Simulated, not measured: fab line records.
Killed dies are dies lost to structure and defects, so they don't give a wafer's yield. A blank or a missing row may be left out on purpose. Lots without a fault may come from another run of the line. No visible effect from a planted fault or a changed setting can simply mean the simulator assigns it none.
Matching of chambers | flow nand_harc | NHARC_A_CONTACT_CMP_20 on cmp-03: 4 sister chambers
The step polishes, t overpolish 30 s, target thk 300 nm. 14 wafers are shown with their chamber, then 7 later ones without.

== WAFERS PAIRED WITH THEIR CHAMBERS ==
wafer  | chamber | motor_current_A (A) | time_to_endpoint_s (s) | overpolish_run_s (s)
L841.2 | 1       | 12.0                | 62                     | 30.010
L841.5 | 2       | 14.1                | 57                     | 30.005
L841.6 | 1       | 11.6                | 60                     | 29.997
L852.1 | 0       | 10.7                | 65                     | 29.993
L852.2 | 2       | 13.7                | 64                     | 30.008
L852.6 | 3       | 14.0                | 60                     | 30.007
L857.2 | 1       | 12.1                | 58                     | 29.999
L857.5 | 3       | 13.6                | 59                     | 30.009
L857.6 | 2       | 13.8                | 60                     | 29.979
L856.3 | 1       | 12.0                | 57                     | 30.006
L856.4 | 2       | 14.0                | 55                     | 29.991
L856.6 | 2       | 13.8                | 59                     | 30.004
L859.1 | 3       | 13.6                | 58                     | 30.015
L859.3 | 0       | 11.5                | 62                     | 30.000

SIGNATURES (means of the wafers above)
reading            | chamber 0 | chamber 1 | chamber 2 | chamber 3 | scatter within a chamber
motor_current_A    | 11.100    | 11.925    | 13.880    | 13.733    | 0.261
time_to_endpoint_s | 63.50     | 59.25     | 59.00     | 59.00     | 2.59
overpolish_run_s   | 29.99650  | 30.00300  | 29.99740  | 30.01033  | 0.00873
Rule: for each reading, subtract the chamber's mean from the wafer's reading, divide by that reading's scatter and square the result; add these up over the readings and take the root, which gives the wafer's distance from the chamber. The wafer belongs to the nearest chamber; if the next one is less than 2 further off, it can't be placed. The scatter: the root of (the sum of the squares of (reading less its chamber's mean) over the shown wafers, divided by (wafers less chambers)).

== WAFERS MISSING THEIR CHAMBER ==
wafer  | motor_current_A (A) | time_to_endpoint_s (s) | overpolish_run_s (s)
L859.6 | 13.7                | 59                     | 29.992
L860.1 | 14.4                | 58                     | 29.990
L860.3 | 10.8                | 64                     | 29.998
L860.4 | 11.2                | 57                     | 30.022
L862.3 | 14.4                | 58                     | 30.007
L862.4 | 11.1                | 56                     | 30.002
L862.5 | 11.7                | 58                     | 30.010

== WHICH CHAMBER EACH ONE RAN IN ==
wafer  | from the rows above     | in truth
L859.6 | can't be placed: 2 or 3 | 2
L860.1 | can't be placed: 2 or 3 | 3
L860.3 | 0                       | 0
L860.4 | can't be placed: 1 or 0 | 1
L862.3 | can't be placed: 2 or 3 | 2
L862.4 | can't be placed: 0 or 1 | 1
L862.5 | 1                       | 1
Placed correctly: 2 of 7. These rows do not allow placing 5 (true chamber among the candidates in 5). 0 placed wrongly.
